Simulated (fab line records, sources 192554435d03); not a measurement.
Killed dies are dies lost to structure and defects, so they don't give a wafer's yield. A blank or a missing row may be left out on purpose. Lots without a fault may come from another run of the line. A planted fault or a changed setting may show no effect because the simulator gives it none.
Which tool did it? | flow n5_finfet | 10 lots, 27 wafers sampled, at 5 steps of a route of 1938

WHAT THE GAUGES READ, wafer by wafer
N5_BEOL_M13_THK_MEAS_01. Usual: M13_ILD_THK 841 nm, standard deviation 12.
lot  | measured     | on            | M13_ILD_THK (nm) | flag
L986 | day 10 07:29 | film_metro-01 | 826 844 852      |
L988 | day 11 06:02 | film_metro-02 | 836 840 854      |
L989 | day 11 08:16 | film_metro-02 | 825 834 869      |
L994 | day 12 22:11 | film_metro-01 | 842 571          | OFF
L100 | day 14 08:00 | film_metro-02 | 582 834          | OFF
L102 | day 14 20:17 | film_metro-02 | 842 860          |
L103 | day 15 06:48 | film_metro-02 | 829 829 852      |
L104 | day 15 07:19 | film_metro-02 | 830 841 854      |
L106 | day 15 14:44 | film_metro-02 | 832 839 850      |
L105 | day 15 15:01 | film_metro-01 | 841 854 856      |

N5_BEOL_M13_INSPECT_12: inspects for defects (macro). Usual: raw_defect_count 2.0, standard deviation 1.4.
lot  | measured     | on                | raw_defect_count | flag
L986 | day 10 07:50 | defect_inspect-01 | 0 1 1            |
L988 | day 11 06:23 | defect_inspect-01 | 2 4 1            |
L989 | day 11 08:38 | defect_inspect-02 | 1 5 6            |
L994 | day 12 22:32 | defect_inspect-02 | 3 4              |
L100 | day 14 08:22 | defect_inspect-02 | 4 2              |
L102 | day 14 20:39 | defect_inspect-02 | 2 2              |
L103 | day 15 07:17 | defect_inspect-01 | 3 1 3            |
L104 | day 15 07:40 | defect_inspect-02 | 1 1 1            |
L106 | day 15 15:13 | defect_inspect-02 | 3 2 2            |
L105 | day 15 15:22 | defect_inspect-01 | 1 2 5            |

WHICH TOOL RAN EACH LOT (tool, then ch and the chambers of the sampled wafers, then the start)
lot  | N5_BEOL_M12_DESCUM_33              | N5_BEOL_M12_STRIP_37                 | N5_BEOL_M13_ILD_DEP_00
L986 | rie_diel-02 ch 1,3, day 10 05:09   | plasma_asher-01 ch 0,1, day 10 05:44 | pecvd-02 ch 0,2, day 10 07:20
L988 | rie_diel-02 ch 0,1, day 11 01:49   | plasma_asher-01 ch 0,1, day 11 02:23 | pecvd-02 ch 0,1,2, day 11 05:53
L989 | rie_diel-03 ch 0,1, day 11 03:58   | plasma_asher-02 ch 0,1, day 11 04:31 | pecvd-04 ch 1,2, day 11 08:07
L994 | rie_diel-02 ch 1,3, day 12 18:46   | plasma_asher-01 ch 0, day 12 19:27   | pecvd-02 ch 1, day 12 22:02
L100 | rie_diel-03 ch 2,3, day 14 03:53   | plasma_asher-02 ch 1, day 14 04:26   | pecvd-02 ch 0,2, day 14 07:51
L102 | rie_diel-06 ch 0,1, day 14 17:13   | plasma_asher-02 ch 1, day 14 17:47   | pecvd-01 ch 0, day 14 20:08
L103 | rie_diel-06 ch 0,1,2, day 14 21:56 | plasma_asher-01 ch 0,1, day 14 22:37 | pecvd-01 ch 0,1,2, day 15 06:39
L104 | rie_diel-06 ch 0,1,3, day 15 02:04 | plasma_asher-02 ch 0,1, day 15 02:37 | pecvd-01 ch 1,2, day 15 07:10
L106 | rie_diel-03 ch 0,1,3, day 15 09:56 | plasma_asher-02 ch 0,1, day 15 10:29 | pecvd-04 ch 0,1,2, day 15 14:35
L105 | rie_diel-02 ch 1,2, day 15 11:25   | plasma_asher-01 ch 0,1, day 15 11:59 | pecvd-04 ch 0,2, day 15 14:51
- N5_BEOL_M12_DESCUM_33: chemistry O2, time 7.9 s.
- N5_BEOL_M12_STRIP_37: strips in N2/H2.
- N5_BEOL_M13_ILD_DEP_00: deposits SiOC from DEMS/O2, target thk 837.92 nm, time 166.4 s.

WHAT THE TOOLS THEMSELVES READ (means of the sampled wafers that have a number; where no wafer has one, the mark that the record gives instead)
N5_BEOL_M12_DESCUM_33. Usual: drypump_motor_current_A 5.61 A, standard deviation 0.29; oes_product_au 0.80 a.u., standard deviation 0.072; rf_vpp_V 242.8 V, standard deviation 1.3; showerhead_plenum_p_Torr 2.07 Torr, standard deviation 0.067; throttle_valve_pct 20.39 %, standard deviation 0.24.
lot  | tool        | drypump_motor_current_A (A) | oes_product_au (a.u.) | rf_vpp_V (V) | showerhead_plenum_p_Torr (Torr) | throttle_valve_pct (%) | flag
L986 | rie_diel-02 | 5.55                        | 0.85                  | 241.9        | 2.03                            | 20.57                  |
L988 | rie_diel-02 | 5.36                        | 0.72                  | 241.8        | 1.98                            | 20.80                  |
L989 | rie_diel-03 | 5.15                        | 0.90                  | 243.6        | 2.11                            | 20.16                  |
L994 | rie_diel-02 | 5.49                        | 0.79                  | 242.6        | 2.02                            | 20.68                  |
L100 | rie_diel-03 | 5.81                        | 0.78                  | 243.2        | 2.06                            | 20.20                  |
L102 | rie_diel-06 | 5.73                        | 0.80                  | 243.1        | 2.06                            | 20.32                  |
L103 | rie_diel-06 | 5.66                        | 0.80                  | 242.9        | 2.07                            | 20.35                  |
L104 | rie_diel-06 | 5.78                        | 0.83                  | 243.1        | 2.12                            | 20.31                  |
L106 | rie_diel-03 | 5.41                        | 0.77                  | 242.9        | 2.06                            | 20.26                  |
L105 | rie_diel-02 | 5.37                        | 0.76                  | 241.4        | 2.00                            | 20.73                  |

N5_BEOL_M12_STRIP_37. Usual: drypump_motor_current_A 5.4 A, standard deviation 0.64; heater_power_w 308 W, standard deviation 8.2; oes_product_au 0.791 a.u., standard deviation 0.01.
lot  | tool            | drypump_motor_current_A (A) | heater_power_w (W) | oes_product_au (a.u.) | flag
L986 | plasma_asher-01 | 5.1                         | 313                | 0.794                 |
L988 | plasma_asher-01 | 5.5                         | 314                | 0.795                 |
L989 | plasma_asher-02 | 5.2                         | 302                | 0.793                 |
L994 | plasma_asher-01 | 5.9                         | 308                | 0.782                 |
L100 | plasma_asher-02 | 6.2                         | 316                | 0.801                 |
L102 | plasma_asher-02 | 6.2                         | 313                | 0.794                 |
L103 | plasma_asher-01 | 5.5                         | 312                | 0.789                 |
L104 | plasma_asher-02 | 5.7                         | 307                | 0.785                 |
L106 | plasma_asher-02 | 5.8                         | 311                | 0.791                 |
L105 | plasma_asher-01 | 5.1                         | 316                | 0.787                 |

N5_BEOL_M13_ILD_DEP_00. Usual: heater_power_w 485 W, standard deviation 76; run_length_s 211.1 s, standard deviation 0.44; showerhead_plenum_p_Torr 5.701 Torr, standard deviation 0.017; throttle_valve_pct 12.2 %, standard deviation 0.62.
lot  | tool     | heater_power_w (W) | run_length_s (s) | showerhead_plenum_p_Torr (Torr) | throttle_valve_pct (%) | flag
L986 | pecvd-02 | 445                | 211.1            | 5.692                           | 11.8                   |
L988 | pecvd-02 | 525                | 211.2            | 5.669                           | 12.2                   |
L989 | pecvd-04 | 466                | 211.2            | 5.697                           | 12.1                   |
L994 | pecvd-02 | 594                | 184.6            | 5.682                           | 12.6                   | OFF
L100 | pecvd-02 | 423                | 184.6            | 5.681                           | 11.8                   | OFF
L102 | pecvd-01 | 580                | 210.8            | 5.725                           | 12.9                   |
L103 | pecvd-01 | 475                | 210.9            | 5.713                           | 12.5                   |
L104 | pecvd-01 | 446                | 211.4            | 5.715                           | 12.4                   |
L106 | pecvd-04 | 478                | 210.9            | 5.700                           | 11.9                   |
L105 | pecvd-04 | 538                | 210.5            | 5.706                           | 11.5                   |

THE ANSWER, worked out from the rows above alone
Rule: a lot is off if the mean of its wafers that have a number lies more than 3 standard deviations from the usual mean. A lot without any number at a reading at which 4 lots or more have one is off too. The other lots that the step has rows for count as sound. The gauges are gone through in route order, then the tools' own readings, and for those a lot's mean is taken as printed above. The first step at which some lot is off is used, and at that step the reading that is off furthest; a lot without a number counts as furthest.
Off: L994, L100, at N5_BEOL_M13_THK_MEAS_01 (M13_ILD_THK).
A tool fits if, at a process step before that reading, it ran every lot that is off, and no sound lot after the first of them. The gauges at N5_BEOL_M13_THK_MEAS_01 aren't tried: what is off there is off at N5_BEOL_M13_ILD_DEP_00 too, on other tools, and a gauge's error can't cause that. One fits: pecvd-02 at N5_BEOL_M13_ILD_DEP_00. Its last sound lot is L988 (day 11 05:53), its first lot that is off L994 (day 12 22:02): a fault that began between those two fits.
The tool's own readings at N5_BEOL_M13_ILD_DEP_00 bear it out: on the lots that are off they differ by more than 5 times the standard deviation of the sound lots' means. run_length_s reads 184.6 s there against 211.0 s on the sound lots.

WHAT THE SIMULATOR HAD PUT IN
Process parameter drift: pecvd-02, from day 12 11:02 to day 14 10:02, at N5_BEOL_M13_ILD_DEP_00. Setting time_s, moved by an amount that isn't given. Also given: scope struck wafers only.
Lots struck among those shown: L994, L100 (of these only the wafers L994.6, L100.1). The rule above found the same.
